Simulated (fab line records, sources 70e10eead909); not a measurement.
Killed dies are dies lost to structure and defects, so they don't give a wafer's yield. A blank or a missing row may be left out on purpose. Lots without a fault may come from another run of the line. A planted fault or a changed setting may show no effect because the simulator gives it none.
Chamber matching | flow nand_harc | NHARC_A_STAIRCASE_ETCH_169 on rie_diel-02: 4 sister chambers
The step etches the open film in CH3F/O2, target depth 50 nm, time 107.1 s. 24 wafers are shown with their chamber, then 12 later ones without.

WAFERS WITH THEIR CHAMBER
wafer  | chamber | drypump_motor_current_A (A) | showerhead_plenum_p_Torr (Torr) | rf_vpp_V (V)
L075.2 | 1       | 6.2                         | 2.31                            | 242.0
L075.5 | 3       | 6.4                         | 2.31                            | 241.5
L075.6 | 2       | 5.3                         | 2.43                            | 245.0
L077.2 | 0       | 5.7                         | 2.32                            | 244.0
L077.3 | 1       | 6.3                         | 2.31                            | 241.5
L077.4 | 2       | 5.3                         | 2.43                            | 243.8
L078.1 | 2       | 5.3                         | 2.43                            | 243.7
L078.2 | 0       | 5.7                         | 2.32                            | 242.1
L078.3 | 3       | 6.4                         | 2.31                            | 242.4
L082.2 | 3       | 6.4                         | 2.31                            | 242.5
L082.3 | 2       | 5.3                         | 2.42                            | 244.6
L082.5 | 2       | 5.3                         | 2.42                            | 244.9
L084.1 | 0       | 5.7                         | 2.31                            | 240.6
L084.2 | 2       | 5.3                         | 2.42                            | 242.4
L084.6 | 0       | 5.7                         | 2.31                            | 242.1
L083.2 | 0       | 5.7                         | 2.31                            | 241.6
L083.3 | 2       | 5.3                         | 2.42                            | 244.9
L083.4 | 0       | 5.7                         | 2.31                            | 241.5
L085.2 | 3       | 6.4                         | 2.30                            | 242.7
L085.3 | 0       | 5.7                         | 2.31                            | 243.2
L085.5 | 0       | 5.7                         | 2.31                            | 243.6
L094.2 | 0       | 5.7                         | 2.31                            | 242.1
L094.3 | 3       | 6.4                         | 2.30                            | 242.9
L094.6 | 0       | 5.7                         | 2.31                            | 242.3

SIGNATURES (means of the wafers above)
reading                  | chamber 0 | chamber 1 | chamber 2 | chamber 3 | scatter within a chamber
drypump_motor_current_A  | 5.700     | 6.250     | 5.300     | 6.400     | 0.0158
showerhead_plenum_p_Torr | 2.3120    | 2.3100    | 2.4243    | 2.3060    | 0.00475
rf_vpp_V                 | 242.310   | 241.750   | 244.186   | 242.400   | 0.901
Rule: a wafer's distance from a chamber is the root of the sum, over the readings, of the square of ((its reading less the chamber's mean) divided by the reading's scatter). The wafer belongs to the nearest chamber; if the next one is less than 2 further off, it can't be placed. The scatter: the root of (the sum of the squares of (reading less its chamber's mean) over the shown wafers, divided by (wafers less chambers)).

WAFERS WITHOUT THEIR CHAMBER
wafer  | drypump_motor_current_A (A) | showerhead_plenum_p_Torr (Torr) | rf_vpp_V (V)
L091.2 | 5.7                         | 2.31                            | 242.4
L091.5 | 5.7                         | 2.31                            | 242.2
L091.6 | 5.3                         | 2.42                            | 242.7
L092.1 | 6.4                         | 2.30                            | 242.1
L092.2 | 6.3                         | 2.30                            | 242.9
L092.4 | 5.7                         | 2.31                            | 242.4
L097.1 | 5.7                         | 2.30                            | 244.0
L097.2 | 6.4                         | 2.29                            | 242.3
L097.4 | 6.3                         | 2.29                            | 242.6
L095.1 | 6.4                         | 2.29                            | 241.3
L095.2 | 5.7                         | 2.30                            | 242.7
L095.5 | 5.7                         | 2.30                            | 242.8

WHICH CHAMBER EACH WENT THROUGH
wafer  | from the rows above     | in truth
L091.2 | 0                       | 0
L091.5 | 0                       | 0
L091.6 | 2                       | 2
L092.1 | 3                       | 3
L092.2 | 1                       | 1
L092.4 | 0                       | 0
L097.1 | 0                       | 0
L097.2 | 3                       | 3
L097.4 | can't be placed: 1 or 3 | 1
L095.1 | 3                       | 3
L095.2 | 0                       | 0
L095.5 | 0                       | 0
Placed correctly: 11 of 12. Can't be placed from these rows: 1 (the true chamber is among the candidates in 1). Placed wrongly: 0.
